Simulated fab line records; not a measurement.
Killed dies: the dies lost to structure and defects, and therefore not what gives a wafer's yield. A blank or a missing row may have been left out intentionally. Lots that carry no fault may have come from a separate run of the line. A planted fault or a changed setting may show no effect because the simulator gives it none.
Code-filled problem report in 8D (eight disciplines) form | flow n5-finfet | the parts of the form that need people (team, actions taken, sign-off) are left out

1. WHAT IS WRONG
At N5_BEOL_M0_SAQP_COAT_69, spin-speed-rpm averages 1713.3 rpm over 6 wafers from 2 lots, while fault-free wafers read 1500.2 rpm, standard deviation 1.1. So: +99 or more standard deviations from the usual mean.
The step: time 60 s, resist thk 90 nm.
Earliest sighting: wafer L312.1 on litho-track-03 at day 7 05:39. The record holds 30 wafers of 10 lots with a number at this step. The rule behind "out" and "out of limits": a value lying over 4 standard deviations away from the usual mean. The other wafers with a number count as sound.

2. WHAT IT IS; WHAT IT IS NOT
question                    | is                     | is not
which readings at this step | spin-speed-rpm         | -
which lots                  | L312, L314             | L308, L320, L324, L325, L326, L327, L328, L329
which wafers of those lots  | all that have a number | -
read on which tools         | litho-track-03         | litho-track-01, litho-track-04
when                        | from day 7 05:39       | up to then (3 sound wafers); but 21 sound wafers of L320, L324, L325, L326, L327, L328, L329 came after

3. WHAT RULES OUT EACH SUSPECT
Counting: a tool at any process step up to the reading remains a suspect when it ran all the lots that are out and ran no sound lot after the first of those.
- ald-sin-01 at N5_BEOL_M0_SAQP_SPACER1_ALD_98 (deposits SiO2, target thk 12.8 nm, pulse time 1 s, purge time 2 s): ruled out as a lasting fault. After its first lot that is out, L312 (day 7 03:11), sound lots L324, L327, L328 ran on it.
- ald-sin-02 at N5_BEOL_M0_SAQP_SPACER2_ALD_26 (deposits SiO2, target thk 15 nm, pulse time 1 s, purge time 2 s): ruled out as a lasting fault. After its first lot that is out, L312 (day 7 04:52), sound lots L327, L328 ran on it.
- litho-track-03 at N5_BEOL_M0_SAQP_COAT_69 (time 60 s, resist thk 90 nm): ruled out as a lasting fault. After its first lot that is out, L312 (day 7 05:39), sound lots L324, L327 ran on it.
Left after counting: nothing in the record.

4. THE CAUSE (what the simulator had put in)
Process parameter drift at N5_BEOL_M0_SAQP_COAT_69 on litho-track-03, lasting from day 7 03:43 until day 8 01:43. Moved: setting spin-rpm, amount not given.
Counting ruled it out, wrongly.

5. THE CHAIN OF EFFECTS, in route order
Each row: a reading where the mean over the struck wafers with a number is more than 3 standard deviations away from the usual. Only readings whose record carries a usual standard deviation are examined. hours: median over the lots of the time between each lot's start at the first step of this table that gives one and its start at this step. sigmas: the change, counted in usual standard deviations.
hours | step                    | reading        | usual      | on struck wafers | change | sigmas
0     | N5_BEOL_M0_SAQP_COAT_69 | spin-speed-rpm | 1500.2 rpm | 1713.3           | +213.1 | +99 or more
Its process steps:
- N5_BEOL_M0_SAQP_COAT_69: time 60 s, resist thk 90 nm.
Later steps that measure or inspect, where all struck wafers having a row at the step show a number for every such reading and not one has moved that far: N5_BEOL_M4_RC_MEAS_101.

6. WHAT WOULD HAVE CAUGHT IT SOONER
The fault began at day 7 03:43; the first out-of-limits reading in this record came at day 7 05:39, 2 hours later.
